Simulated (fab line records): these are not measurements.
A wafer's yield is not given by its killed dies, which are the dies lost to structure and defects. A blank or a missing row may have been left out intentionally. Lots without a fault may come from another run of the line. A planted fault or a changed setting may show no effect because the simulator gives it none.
2 desks, one fault -- flow nand_harc -- each desk holds nothing but its own numbers, with what lay behind them at the end

## METROLOGY DESK
What the gauges read for every lot (on any tool): the sampled wafers with a number, averaged. If a lot's mean is further than 4 standard deviations from the usual mean, the lot is out of limits and carries the mark OUT (the distance appears in the brackets).
Columns: A = cd_nm at NHARC_THIN_TSV_CD_MEAS_37, usual 5000.9 nm
lot,first seen here,A
L233,day 24 19:31,5001.4
L235,day 25 01:01,5004.6
L236,day 25 10:57,5002.1
L237,day 26 05:51,4996.8
L238,day 26 07:01,4997.5
L239,day 26 21:27,4997.4
L243,day 29 00:10,5001.6
L241,day 29 01:09,5001.1
L245,day 29 04:14,4996.6
L244,day 29 05:21,5001.6
L242,day 29 08:35,5001.1
L246,day 30 04:55,4999.5
L249,day 30 21:32,5000.4
L247,day 31 10:44,5000.1
This desk found nothing out of limits on any of the 14 lots.

## TOOL OWNER'S DESK, pvd_sputter-03
The tool's own readings at NHARC_THIN_TSV_PVD_51 (deposits Cu, target thk 100 nm): means of the sampled wafers that have a number, for each lot that ran on this tool. If a lot's mean is further than 4 standard deviations from the usual mean, the lot is out of limits and carries the mark OUT (the distance appears in the brackets).
Columns: A = throttle_valve_pct at NHARC_THIN_TSV_PVD_51, usual 30.2 %
lot,first seen here,A
L233,day 24 15:13,29.7
L235,day 24 20:24,30.1
L236,day 25 06:40,29.3
L239,day 26 17:10,29.3
L243,day 28 19:52,29.4
L245,day 28 23:55,31.0
L244,day 29 01:11,29.8
L242,day 29 04:19,29.8
L246,day 30 00:40,30.7
L249,day 30 17:04,30.4
L247,day 31 06:24,29.7
This desk found nothing out of limits on any of the 11 lots.

## PUT TOGETHER
At the metrology desk, nothing out of limits was observed.
The tool owner's desk saw nothing out of limits.

## WHAT THE SIMULATOR PUT IN
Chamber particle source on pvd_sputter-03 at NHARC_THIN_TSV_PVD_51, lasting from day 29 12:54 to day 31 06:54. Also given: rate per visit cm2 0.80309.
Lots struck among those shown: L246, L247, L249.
